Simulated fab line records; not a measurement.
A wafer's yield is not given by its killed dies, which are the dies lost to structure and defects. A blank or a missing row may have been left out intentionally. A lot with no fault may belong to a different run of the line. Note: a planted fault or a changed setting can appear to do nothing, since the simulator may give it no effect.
Chamber matching :: flow n5Finfet :: N5_FIN_SAQP_ALD_61 on aldSin-02: 4 sister chambers
The step deposits SiO2, target thk 4 nm, pulse time 1 s, purge time 2 s. 4 wafers are shown with their chamber, then 7 later ones without.

## EACH WAFER AND ITS CHAMBER
wafer: L075.4
chamber: 1
heaterPowerW (W): 469

wafer: L087.5
chamber: 2
heaterPowerW (W): 497

wafer: L091.1
chamber: 3
heaterPowerW (W): 494

wafer: L091.5
chamber: 0
heaterPowerW (W): 405

## WAFERS WHOSE CHAMBER IS MISSING
wafer: L091.6
heaterPowerW (W): 482

wafer: L092.1
heaterPowerW (W): 497

wafer: L092.3
heaterPowerW (W): 480

wafer: L092.4
heaterPowerW (W): 401

wafer: L093.1
heaterPowerW (W): 476

wafer: L093.4
heaterPowerW (W): 408

wafer: L093.6
heaterPowerW (W): 491

## WHICH CHAMBER EACH ONE RAN IN
wafer: L091.6
from the rows above: can't be placed: 3 or 1 or 2
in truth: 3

wafer: L092.1
from the rows above: can't be placed: 2 or 3
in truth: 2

wafer: L092.3
from the rows above: can't be placed: 1 or 3 or 2
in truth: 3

wafer: L092.4
from the rows above: 0
in truth: 0

wafer: L093.1
from the rows above: can't be placed: 1 or 3 or 2
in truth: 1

wafer: L093.4
from the rows above: 0
in truth: 0

wafer: L093.6
from the rows above: can't be placed: 3 or 2
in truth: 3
Correct placement for 2 of the 7. Unplaceable from these rows: 5, with the true chamber sitting among the candidates in 5. Number placed wrongly: 0.
How it was worked out, from the rows above alone: a wafer's distance from a chamber is the root of the sum, over the readings, of the square of ((its reading less the chamber's mean) divided by the reading's scatter). If the next closest chamber is less than 2 further off than the closest, the wafer can't be placed; otherwise it belongs to the closest. For every chamber, the mean is computed from those of its wafers that are shown. The scatter (one wafer shown for each chamber): square how far every hidden wafer sits from the nearest shown wafer, average those squares and take the square root.
